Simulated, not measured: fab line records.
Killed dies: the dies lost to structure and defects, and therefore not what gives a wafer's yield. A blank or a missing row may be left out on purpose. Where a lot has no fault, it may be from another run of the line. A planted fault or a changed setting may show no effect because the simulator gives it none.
fab line records	flow n5Finfet
record: lots: 7	wafers: 39
route steps=1938 shown DUMMY_GATE@246 SD_EPI_N@267 SD_EPI_P@312 HKMG_FIN@406 MOL_CONTACT_COAG@538
startH: the number of hours between the record's first day and the start of the first shown wafer of the lot	waitH: hours since the lot's step before	" same as the row above	L1.1+2: several wafers, shown together as one row	- no value, or no start was given	* or withheld: withheld	< > ~ a bound
route shown NAME@n: NAME is a module with steps in the file, n the number in the route of the first one	usual: mean/standard deviation taken from wafers without a fault	same: alike in all rows	chamber/n: place in a boat	sites: per-site readings	_std_site: the standard deviation of these	_edge_site: outer sites' mean less inner sites'	radiusMm: for every site, how far away it sits from the centre of the wafer	mask NAME#n: copy n	behind: the last tool/chamber to shape the wafer	hold: why the lot was held/for how many hours/how that ended	device: whichever transistor did not switch (one of n, p or np)	end of line: at the end of the route, the tests of the same wafers	a step without rows: its recipe alone	killed: at the first sort, the dies lost to defects and structure; wafer yield is something else	map: dies across one wafer; x = killed, . = not, _ = none there
set.NAME: the setting the step ran with; set.NAME@STEP: the setting that earlier step ran with	model.NAME: the simulator's own value behind a step, which no gauge read
one table per step and one row per wafer, for lots whose settings were changed on purpose
== steps ==
step: N5_DUMMY_GATE_ETCH_32
recipe: chemistry: CF4	target: SiO2	targetDepthA: 35	timeS: 3.9	ionEnergyEv: 350	pressureMtorr: 10	icpW: 800	biasW: 400	cf4FlowSccm: 80
lot.wafer	tool	chamber	startH	waitH	set.timeS	model.etch.depthNm
L075.1	rieSi-03	3	52.05	0.1	3.9	3.613
L075.2	"	0	"	"	3.9	3.504
L075.3	"	2	"	"	3.9	3.496
L075.4	"	1	"	"	3.9	3.539
L075.5	"	3	"	"	3.9	3.607
L075.6	"	2	"	"	3.9	3.444
L078.1	rieSi-04	3	71.47	0.1	4.543	4.068
L078.2	"	1	"	"	3.9	3.559
L078.3	"	0	"	"	4.543	4.049
L078.4	"	2	"	"	4.543	4.026
L078.5	"	3	"	"	3.9	3.528
L078.6	"	0	"	"	3.9	3.464
L083.1	rieSi-02	1	101.07	0.1	3.9	3.502
L083.2	"	2	"	"	3.9	3.511
L083.3	"	0	"	"	3.9	3.518
L083.4	"	1	"	"	3.9	3.529
L083.5	"	0	"	"	3.9	3.483
L083.6	"	2	"	"	3.9	3.486
L089.1	rieSi-04	0	137.60	0.1	4.503	4.007
L089.2	"	2	"	"	3.9	3.443
L089.3	"	3	"	"	4.503	4.068
L089.4	"	1	"	"	3.9	3.539
L089.5	"	2	"	"	4.503	3.951
L089.6	"	3	"	"	3.9	3.53
L090.1	rieSi-02	3	142.93	0.1	3.9	3.565
L090.2	"	1	"	"	3.9	3.512
L090.3	"	2	"	"	3.9	3.505
L090.4	"	0	"	"	3.9	3.494
L090.5	"	3	"	"	3.9	3.577
L090.6	"	0	"	"	3.9	3.49
L093.4	rieSi-03	2	160.73	0.1	3.9	3.423
L093.5	"	3	"	"	3.9	3.581
L093.6	"	0	"	"	3.9	3.477
L095.1	rieSi-02	3	175.20	0.1	4.203	3.812
L095.2	"	2	"	"	3.9	3.472
L095.3	"	0	"	"	3.9	3.478
L095.4	"	1	"	"	4.203	3.755
L095.5	"	3	"	"	4.203	3.81
L095.6	"	2	"	"	3.9	3.487
step: N5_SD_EPI_N_EXPOSE_06
recipe: maskId: SD_N_BLK	na: 1.35	sourceShape: conventional	sigmaOuter: 0.8	polarization: unpolarized	targetCdNm: 120	doseMj: 39.75
lot.wafer	tool	chamber	startH	waitH	mask	set.doseMj
L075.1+2+3+4+5+6	arfiScanner-03	0	53.45	-	SD_N_BLK#0	39.75
L078.1+2+4	arfiScanner-03	0	72.99	-	SD_N_BLK#0	42.34
L078.3+5+6	"	0	"	"	SD_N_BLK#0	39.75
L083.1+3+6	arfiScanner-03	0	102.45	-	SD_N_BLK#0	38.73
L083.2+4+5	"	0	"	"	SD_N_BLK#0	39.75
L089.1+4+6	arfiScanner-03	0	138.93	-	SD_N_BLK#0	38.87
L089.2+3+5	"	0	"	"	SD_N_BLK#0	39.75
L090.1+2+5	arfiScanner-01	0	144.29	-	SD_N_BLK#0	39.75
L090.3+4+6	"	0	"	"	SD_N_BLK#0	42.92
L093.4+5+6	arfiScanner-02	0	162.09	-	SD_N_BLK#0	39.75
L095.1+3+5	arfiScanner-02	0	176.56	-	SD_N_BLK#0	39.75
L095.2+4+6	"	0	"	"	SD_N_BLK#0	37.54
step: N5_SD_EPI_N_PEB_07
recipe: pebTempC: 110	pebTimeS: 60	resist: CAR-ArF-block
step: N5_SD_EPI_N_DEVELOP_08
recipe: developTimeS: 30	developer: TMAH	resist: CAR-ArF-block	devTempC: 23	rinseLiquid: diw	dry: airSpin
step: N5_SD_EPI_N_CD_MEAS_09
recipe: targetCdNm: 120	landingEnergyEv: 500	detector: seInlens
usual: cdNm: 120.1/0.58
lot.wafer	tool	chamber	startH	waitH	set.doseMj@SD_EPI_N_EXPOSE_06	cdNm
L075.1	cdSem-01	0	53.57	-	39.75	119.3
L075.2	"	0	"	"	39.75	119.1
L075.3	"	0	"	"	39.75	119.4
L075.4	"	0	"	"	39.75	119.1
L075.5	"	0	"	"	39.75	119.0
L075.6	"	0	"	"	39.75	119.0
L078.1	cdSem-01	0	73.11	-	42.34	123.4
L078.2	"	0	"	"	42.34	123.7
L078.3	"	0	"	"	39.75	119.4
L078.4	"	0	"	"	42.34	123.9
L078.5	"	0	"	"	39.75	120.3
L078.6	"	0	"	"	39.75	119.7
L083.1	cdSem-01	0	102.58	-	38.73	118.7
L083.2	"	0	"	"	39.75	120.5
L083.3	"	0	"	"	38.73	119.2
L083.4	"	0	"	"	39.75	120.4
L083.5	"	0	"	"	39.75	120.3
L083.6	"	0	"	"	38.73	118.6
L089.1	cdSem-03	0	139.06	-	38.87	118.6
L089.2	"	0	"	"	39.75	119.6
L089.3	"	0	"	"	39.75	119.4
L089.4	"	0	"	"	38.87	118.9
L089.5	"	0	"	"	39.75	120.3
L089.6	"	0	"	"	38.87	118.8
L090.1	cdSem-02	0	144.42	-	39.75	120.0
L090.2	"	0	"	"	39.75	120.5
L090.3	"	0	"	"	42.92	125.1
L090.4	"	0	"	"	42.92	124.6
L090.5	"	0	"	"	39.75	120.1
L090.6	"	0	"	"	42.92	125.5
L093.4	cdSem-01	0	162.20	-	39.75	121.2
L093.5	"	0	"	"	39.75	120.5
L093.6	"	0	"	"	39.75	121.1
L095.1	cdSem-03	0	176.69	-	39.75	120.5
L095.2	"	0	"	"	37.54	116.4
L095.3	"	0	"	"	39.75	120.3
L095.4	"	0	"	"	37.54	116.1
L095.5	"	0	"	"	39.75	120.3
L095.6	"	0	"	"	37.54	116.9
step: N5_SD_EPI_N_DESCUM_14
recipe: chemistry: O2	timeS: 7.9	sourcePowerW: 50	biasPowerW: 20	pressureMtorr: 20	rfFrequencyHz: 2.712e+07	tempC: 40	resist: CAR-ArF-block	o2FlowSccm: 225
lot.wafer	tool	chamber	startH	waitH	set.doseMj@SD_EPI_N_EXPOSE_06	model.SD_EPI_N.cdNm
L075.1+2+4	rieDiel-04	0,3,2	53.91	0.3	39.75	119.2
L075.3+6	"	1,2	"	"	39.75	119
L075.5	"	1	"	"	39.75	118.8
L078.1	rieDiel-05	0	73.21	0.0	42.34	123.6
L078.2+4	"	2,3	"	"	42.34	124
L078.3	"	1	"	"	39.75	119.4
L078.5	"	3	"	"	39.75	120.2
L078.6	"	0	"	"	39.75	119.8
L083.1	rieDiel-04	3	102.67	0.0	38.73	118.4
L083.2	"	1	"	"	39.75	120.4
L083.3+6	"	2,3	"	"	38.73	119
L083.4	"	0	"	"	39.75	120.6
L083.5	"	0	"	"	39.75	120.2
L089.1	rieDiel-05	0	139.31	0.2	38.87	118.4
L089.2	"	1	"	"	39.75	119.8
L089.3	"	3	"	"	39.75	119.6
L089.4	"	2	"	"	38.87	119
L089.5	"	2	"	"	39.75	120.2
L089.6	"	1	"	"	38.87	119.2
L090.1+5	rieDiel-04	2,1	144.84	0.4	39.75	120
L090.2	"	1	"	"	39.75	120.4
L090.3	"	3	"	"	42.92	125
L090.4	"	0	"	"	42.92	124.6
L090.6	"	0	"	"	42.92	125.8
L093.4+6	rieDiel-05	3,1	162.29	0.0	39.75	121.2
L093.5	"	0	"	"	39.75	120.4
L095.1+3	rieDiel-04	3,1	176.83	0.1	39.75	120.6
L095.2	"	0	"	"	37.54	116.4
L095.4	"	2	"	"	37.54	116
L095.5	"	0	"	"	39.75	120.2
L095.6	"	1	"	"	37.54	116.8
step: N5_SD_EPI_N_ETCH_34
recipe: chemistry: CF4	target: SiARC	targetDepthA: 455	maskMaterial: CAR-ArF-block	timeS: 75.8	ionEnergyEv: 80	pressureMtorr: 40	sourceW: 545	biasW: 36	Ar_flow_sccm: 100	cf4FlowSccm: 100	ends: cleared
lot.wafer	tool	chamber	startH	waitH	set.doseMj@SD_EPI_N_EXPOSE_06	model.SD_EPI_N.cdNm
L075.1+4	rieDiel-04	0,2	53.94	0.0	39.75	119.4
L075.2+3+6	"	3,1,2	"	"	39.75	119.2
L075.5	"	1	"	"	39.75	119
L078.1	rieDiel-05	0	73.24	0.0	42.34	123.6
L078.2	"	2	"	"	42.34	123.8
L078.3	"	1	"	"	39.75	119.4
L078.4	"	3	"	"	42.34	124.2
L078.5	"	3	"	"	39.75	120.2
L078.6	"	0	"	"	39.75	119.8
L083.1	rieDiel-04	3	102.70	0.0	38.73	118.2
L083.2	"	1	"	"	39.75	120.6
L083.3	"	2	"	"	38.73	119
L083.4	"	0	"	"	39.75	120.4
L083.5	"	0	"	"	39.75	120
L083.6	"	3	"	"	38.73	118.8
L089.1	rieDiel-05	0	139.35	0.0	38.87	118.2
L089.2+3	"	1,3	"	"	39.75	119.6
L089.4	"	2	"	"	38.87	118.8
L089.5	"	2	"	"	39.75	120
L089.6	"	1	"	"	38.87	119
L090.1+2	rieDiel-04	2,1	144.87	0.0	39.75	120.2
L090.3	"	3	"	"	42.92	124.8
L090.4	"	0	"	"	42.92	124.4
L090.5	"	1	"	"	39.75	120
L090.6	"	0	"	"	42.92	125.6
L093.4+6	rieDiel-05	3,1	162.32	0.0	39.75	121
L093.5	"	0	"	"	39.75	120.6
L095.1+3	rieDiel-04	3,1	176.86	0.0	39.75	120.4
L095.2	"	0	"	"	37.54	116.4
L095.4	"	2	"	"	37.54	116
L095.5	"	0	"	"	39.75	120.2
L095.6	"	1	"	"	37.54	116.8
step: N5_SD_EPI_N_ETCH_35
recipe: chemistry: N2/H2	target: SOC	overetchA: 1080	maskMaterial: SiARC	tempC: 40	ionEnergyEv: 100	sourceW: 3000	biasW: 133	pressureMtorr: 20	timeS: 486	n2FlowSccm: 200	h2FlowSccm: 200
lot.wafer	tool	chamber	startH	waitH	set.doseMj@SD_EPI_N_EXPOSE_06	model.SD_EPI_N.cdNm
L075.1+4	rieDiel-04	0,2	54.00	0.0	39.75	119.2
L075.2+5	"	3,1	"	"	39.75	119.4
L075.3	"	1	"	"	39.75	119.6
L075.6	"	2	"	"	39.75	118.6
L078.1+2	rieDiel-05	0,2	73.30	0.0	42.34	123.8
L078.3	"	1	"	"	39.75	119.6
L078.4	"	3	"	"	42.34	124.8
L078.5	"	3	"	"	39.75	120.2
L078.6	"	0	"	"	39.75	120.6
L083.1	rieDiel-04	3	102.76	0.0	38.73	118.4
L083.2+4	"	1,0	"	"	39.75	121.4
L083.3	"	2	"	"	38.73	118.6
L083.5	"	0	"	"	39.75	120.2
L083.6	"	3	"	"	38.73	119
L089.1	rieDiel-05	0	139.41	0.0	38.87	117.4
L089.2	"	1	"	"	39.75	119.2
L089.3	"	3	"	"	39.75	118.6
L089.4	"	2	"	"	38.87	118.2
L089.5	"	2	"	"	39.75	119.4
L089.6	"	1	"	"	38.87	119
L090.1	rieDiel-04	2	144.93	0.0	39.75	119.2
L090.2+5	"	1	"	"	39.75	120
L090.3	"	3	"	"	42.92	124.8
L090.4	"	0	"	"	42.92	124.2
L090.6	"	0	"	"	42.92	126
L093.4	rieDiel-05	3	162.38	0.0	39.75	120.2
L093.5	"	0	"	"	39.75	120
L093.6	"	1	"	"	39.75	119.2
L095.1	rieDiel-04	3	176.92	0.0	39.75	120.2
L095.2+6	"	0,1	"	"	37.54	116.2
L095.3+5	"	1,0	"	"	39.75	119.6
L095.4	"	2	"	"	37.54	115.2
step: N5_SD_EPI_P_ETCH_16
recipe: chemistry: CHF3/O2	target: SiO2	targetDepthA: 50	maskMaterial: SOC	pressureMtorr: 30	sourceW: 650	biasW: 170	Ar_flow_sccm: 200	CHF3_flow_sccm: 50	O2_flow_sccm: 5	ionEnergyEv: 200
lot.wafer	tool	chamber	startH	waitH	set.targetDepthA	model.etch.depthNm
L075.1	rieDiel-03	0	59.62	0.1	45.82	4.507
L075.2	"	3	"	"	45.82	4.535
L075.3	"	2	"	"	50	4.939
L075.4	"	1	"	"	50	5.097
L075.5	"	3	"	"	50	4.97
L075.6	"	2	"	"	45.82	4.544
L078.1	rieDiel-03	1	78.28	0.1	55.87	5.684
L078.2	"	3	"	"	55.87	5.561
L078.3	"	0	"	"	50	4.941
L078.4	"	2	"	"	50	5.004
L078.5	"	2	"	"	55.87	5.594
L078.6	"	1	"	"	50	5.078
L083.1	rieDiel-02	0	107.72	0.1	45.02	4.417
L083.2	"	3	"	"	45.02	4.552
L083.3	"	1	"	"	50	5.018
L083.4	"	2	"	"	50	4.97
L083.5	"	2	"	"	45.02	4.515
L083.6	"	3	"	"	50	4.993
L089.1	rieDiel-06	0	144.70	0.1	55.07	5.621
L089.2	"	2	"	"	50	5.052
L089.3	"	1	"	"	55.07	5.366
L089.4	"	3	"	"	55.07	5.578
L089.5	"	3	"	"	50	5.038
L089.6	"	0	"	"	50	5.023
L090.1	rieDiel-03	3	150.35	0.1	50	4.989
L090.2	"	0	"	"	50	4.964
L090.3	"	2	"	"	50	5.012
L090.4	"	1	"	"	55.99	5.646
L090.5	"	3	"	"	55.99	5.545
L090.6	"	0	"	"	55.99	5.578
L093.4	rieDiel-06	1	167.59	0.1	50	4.928
L093.5	"	2	"	"	50	5.042
L093.6	"	1	"	"	50	4.9
L095.1	rieDiel-06	3	181.95	0.1	48.3	4.852
L095.2	"	2	"	"	48.3	4.825
L095.3	"	1	"	"	48.3	4.687
L095.4	"	0	"	"	50	5.061
L095.5	"	1	"	"	50	4.862
L095.6	"	0	"	"	50	5.075
step: N5_HKMG_FIN_ETCH_58
recipe: chemistry: N2/H2	target: SOC	targetDepthA: 2158	ionEnergyEv: 50	biasW: 13	timeS: 741	pressureMtorr: 30	sourceW: 875	n2FlowSccm: 200	h2FlowSccm: 200
lot.wafer	tool	chamber	startH	waitH	set.targetDepthA	model.HKMG_FIN.featureDepthNm	model.etch.depthNm	model.SOC_of_HKMG_FIN_COAT_41.thkNm
L075.1	rieDiel-05	1	77.16	0.0	2260	225.2	225.2	75
L075.2	"	3	"	"	2158	213.8	213.9	86.6
L075.3	"	2	"	"	2158	214.6	214.6	85.8
L075.4	"	0	"	"	2158	217.6	217.5	82.8
L075.5	"	2	"	"	2260	224.6	224.6	75.2
L075.6	"	3	"	"	2260	225.2	225.2	74.4
L078.1	rieDiel-05	1	95.53	0.0	2158	215.6	215.7	83.8
L078.2	"	3	"	"	2158	213.8	213.8	86.2
L078.3	"	0	"	"	2425	245	245.1	55.2
L078.4	"	2	"	"	2425	241.8	241.8	59
L078.5	"	0	"	"	2425	246.6	246.6	54
L078.6	"	3	"	"	2158	214.4	214.3	86
L083.1	rieDiel-04	2	126.25	0.0	2158	213.4	213.3	87.4
L083.2	"	3	"	"	2158	216.6	216.6	83.8
L083.3	"	1	"	"	2158	221.4	221.4	78.6
L083.4	"	0	"	"	2158	216.8	216.7	83.6
L083.5	"	3	"	"	2158	217.4	217.5	82.4
L083.6	"	0	"	"	2158	216.8	216.9	83.8
L089.1	rieDiel-04	3	162.26	0.0	2259	225.6	225.6	73.6
L089.2	"	0	"	"	2158	213.8	213.8	86.2
L089.3	"	2	"	"	2259	222	222.1	78.4
L089.4	"	1	"	"	2158	221.8	221.8	78
L089.5	"	0	"	"	2158	216	216	84
L089.6	"	1	"	"	2259	229.4	229.3	70.8
L090.1	rieDiel-05	2	167.46	0.0	2158	209.8	209.9	90.4
L090.2	"	3	"	"	1984	195.4	195.5	104.2
L090.3	"	1	"	"	2158	213.2	213.3	86.6
L090.4	"	0	"	"	1984	198.8	198.7	100.8
L090.5	"	0	"	"	1984	198.8	198.7	100.6
L090.6	"	3	"	"	2158	210.8	210.8	89
L093.4	rieDiel-04	0	186.37	0.0	2158	216	216	83.6
L093.5	"	1	"	"	2158	220.8	220.8	78.4
L093.6	"	0	"	"	2158	215.2	215.3	84.4
L095.1	rieDiel-04	0	199.74	0.0	2158	217.2	217.2	81.4
L095.2	"	3	"	"	2158	214	214	85.2
L095.3	"	2	"	"	1973	194.2	194.2	104.6
L095.4	"	1	"	"	1973	200.4	200.4	98.4
L095.5	"	2	"	"	1973	193.6	193.6	105.8
L095.6	"	3	"	"	2158	216.2	216.3	82.6
step: N5_HKMG_FIN_EXPOSE_09
recipe: maskId: NWFM	na: 1.35	sourceShape: conventional	sigmaOuter: 0.8	polarization: unpolarized	doseMj: 39.25
lot.wafer	tool	chamber	startH	waitH	mask	set.doseMj
L075.1+2+3	arfiScanner-01	0	80.06	-	NWFM#0	39.25
L075.4+5+6	"	0	"	"	NWFM#0	36.52
L078.1+2+3+4+5+6	arfiScanner-02	0	98.45	-	NWFM#0	39.25
L083.1+3+5	arfiScanner-01	0	129.14	-	NWFM#0	41.67
L083.2+4+6	"	0	"	"	NWFM#0	39.25
L089.1+3+5	arfiScanner-02	0	165.17	-	NWFM#0	38
L089.2+4+6	"	0	"	"	NWFM#0	39.25
L090.1+2+3+4+5+6	arfiScanner-01	0	170.31	-	NWFM#0	39.25
L093.4+5+6	arfiScanner-03	0	189.55	-	NWFM#0	39.25
L095.1+4+6	arfiScanner-03	0	202.52	-	NWFM#0	39.25
L095.2+3+5	"	0	"	"	NWFM#0	36.91
step: N5_HKMG_FIN_PEB_10
recipe: pebTempC: withheld	pebTimeS: 60	resist: CAR-ArF
step: N5_HKMG_FIN_DEVELOP_11
recipe: developTimeS: 30	developer: TMAH	resist: CAR-ArF	devTempC: 23	rinseLiquid: diw	dry: airSpin
step: N5_HKMG_FIN_CD_MEAS_12
recipe: targetCdNm: 92.8	landingEnergyEv: 500	detector: seInlens
usual: cdNm: 92.8/0.54
lot.wafer	tool	chamber	startH	waitH	set.doseMj@HKMG_FIN_EXPOSE_09	cdNm
L075.1	cdSem-01	0	80.19	-	39.25	93.0
L075.2	"	0	"	"	39.25	94.0
L075.3	"	0	"	"	39.25	93.4
L075.4	"	0	"	"	36.52	88.5
L075.5	"	0	"	"	36.52	88.6
L075.6	"	0	"	"	36.52	88.6
L078.1	cdSem-01	0	98.57	-	39.25	93.4
L078.2	"	0	"	"	39.25	92.5
L078.3	"	0	"	"	39.25	92.8
L078.4	"	0	"	"	39.25	92.8
L078.5	"	0	"	"	39.25	92.7
L078.6	"	0	"	"	39.25	92.8
L083.1	cdSem-03	0	129.26	-	41.67	96.7
L083.2	"	0	"	"	39.25	92.4
L083.3	"	0	"	"	41.67	96.4
L083.4	"	0	"	"	39.25	92.6
L083.5	"	0	"	"	41.67	96.5
L083.6	"	0	"	"	39.25	93.1
L089.1	cdSem-02	0	165.29	-	38	90.4
L089.2	"	0	"	"	39.25	92.0
L089.3	"	0	"	"	38	90.2
L089.4	"	0	"	"	39.25	92.9
L089.5	"	0	"	"	38	90.5
L089.6	"	0	"	"	39.25	92.3
L090.1	cdSem-03	0	170.43	-	39.25	91.5
L090.2	"	0	"	"	39.25	91.1
L090.3	"	0	"	"	39.25	91.1
L090.4	"	0	"	"	39.25	92.5
L090.5	"	0	"	"	39.25	91.9
L090.6	"	0	"	"	39.25	92.0
L093.4	cdSem-02	0	189.66	-	39.25	93.3
L093.5	"	0	"	"	39.25	92.8
L093.6	"	0	"	"	39.25	92.9
L095.1	cdSem-02	0	202.64	-	39.25	93.5
L095.2	"	0	"	"	36.91	89.7
L095.3	"	0	"	"	36.91	89.6
L095.4	"	0	"	"	39.25	93.5
L095.5	"	0	"	"	36.91	90.1
L095.6	"	0	"	"	39.25	94.2
step: N5_MOL_CONTACT_COAG_ETCH_110
recipe: chemistry: CF4/O2	target: Si	targetDepthA: 25	timeS: 8	pressureMtorr: 100	sourceW: 200	biasW: 12	ionEnergyEv: 60	Ar_flow_sccm: 100	cf4FlowSccm: 100	O2_flow_sccm: 10
usual: rfVppV: 127.4/1.7
lot.wafer	tool	chamber	startH	waitH	set.sourceW	rfVppV	model.etch.depthNm
L075.1	rieDiel-01	0	92.90	0.0	200	129.9	2.516
L075.2	"	2	"	"	230.6	112.8	2.815
L075.3	"	1	"	"	200	125.9	2.517
L075.4	"	3	"	"	230.6	116.4	2.828
L075.5	"	3	"	"	230.6	118.8	2.821
L075.6	"	2	"	"	200	124.7	2.522
L078.1	rieDiel-05	1	110.94	0.0	200	126.5	2.468
L078.2	"	2	"	"	200	128.9	2.445
L078.3	"	0	"	"	200	128.7	2.516
L078.4	"	3	"	"	200	128.7	2.465
L078.5	"	3	"	"	200	129.0	2.456
L078.6	"	2	"	"	200	129.2	2.433
L083.1	rieDiel-04	1	141.91	0.0	200	123.2	2.568
L083.2	"	3	"	"	200	127.2	2.506
L083.3	"	0	"	"	200	127.3	2.51
L083.4	"	2	"	"	200	125.7	2.487
L083.5	"	2	"	"	200	126.0	2.469
L083.6	"	1	"	"	200	124.1	2.57
L089.1	rieDiel-05	1	177.92	0.0	200	128.5	2.491
L089.2	"	0	"	"	189.6	134.6	2.396
L089.3	"	3	"	"	189.6	132.8	2.368
L089.4	"	2	"	"	200	129.5	2.493
L089.5	"	3	"	"	200	129.3	2.479
L089.6	"	0	"	"	189.6	134.8	2.409
L090.1	rieDiel-04	2	183.44	0.0	200	124.5	2.477
L090.2	"	1	"	"	200	123.7	2.518
L090.3	"	3	"	"	200	126.9	2.488
L090.4	"	0	"	"	200	126.8	2.474
L090.5	"	2	"	"	200	126.3	2.456
L090.6	"	1	"	"	200	123.1	2.526
L093.4	rieDiel-05	2	202.54	0.0	200	128.6	2.476
L093.5	"	0	"	"	200	127.9	2.521
L093.6	"	1	"	"	200	126.9	2.472
L095.1	rieDiel-05	2	215.42	0.0	200	127.2	2.474
L095.2	"	1	"	"	200	125.9	2.461
L095.3	"	0	"	"	238	116.2	2.924
L095.4	"	3	"	"	238	114.9	2.858
L095.5	"	0	"	"	200	129.4	2.502
L095.6	"	3	"	"	238	116.1	2.847
== key ==
split: step: N5_DUMMY_GATE_ETCH_32	setting: timeS	stated: 3.9	by: wafer
response: step: N5_DUMMY_GATE_ETCH_32	reading: model.etch.depthNm	change: +0.0332	per: 1%	r: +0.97
split: step: N5_SD_EPI_N_EXPOSE_06	setting: doseMj	stated: 39.75	by: wafer
response: step: N5_SD_EPI_N_CD_MEAS_09	reading: cdNm	change: +0.619	per: 1%	r: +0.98
response: step: N5_SD_EPI_N_DESCUM_14	reading: model.SD_EPI_N.cdNm	change: +0.642	per: 1%	r: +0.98
response: step: N5_SD_EPI_N_ETCH_34	reading: model.SD_EPI_N.cdNm	change: +0.628	per: 1%	r: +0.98
response: step: N5_SD_EPI_N_ETCH_35	reading: model.SD_EPI_N.cdNm	change: +0.659	per: 1%	r: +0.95
split: step: N5_SD_EPI_P_ETCH_16	setting: targetDepthA	stated: 50	by: wafer
response: step: N5_SD_EPI_P_ETCH_16	reading: model.etch.depthNm	change: +0.0511	per: 1%	r: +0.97
split: step: N5_HKMG_FIN_ETCH_58	setting: targetDepthA	stated: 2158	by: wafer
response: step: N5_HKMG_FIN_ETCH_58	reading: model.HKMG_FIN.featureDepthNm	change: +2.18	per: 1%	r: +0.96
response: step: N5_HKMG_FIN_ETCH_58	reading: model.etch.depthNm	change: +2.19	per: 1%	r: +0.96
response: step: N5_HKMG_FIN_ETCH_58	reading: model.SOC_of_HKMG_FIN_COAT_41.thkNm	change: -2.16	per: 1%	r: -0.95
split: step: N5_HKMG_FIN_EXPOSE_09	setting: doseMj	stated: 39.25	by: wafer
response: step: N5_HKMG_FIN_CD_MEAS_12	reading: cdNm	change: +0.664	per: 1%	r: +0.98
split: step: N5_MOL_CONTACT_COAG_ETCH_110	setting: sourceW	stated: 200	by: wafer
response: step: N5_MOL_CONTACT_COAG_ETCH_110	reading: rfVppV	change: -0.667	per: 1%	r: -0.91
response: step: N5_MOL_CONTACT_COAG_ETCH_110	reading: model.etch.depthNm	change: +0.0204	per: 1%	r: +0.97
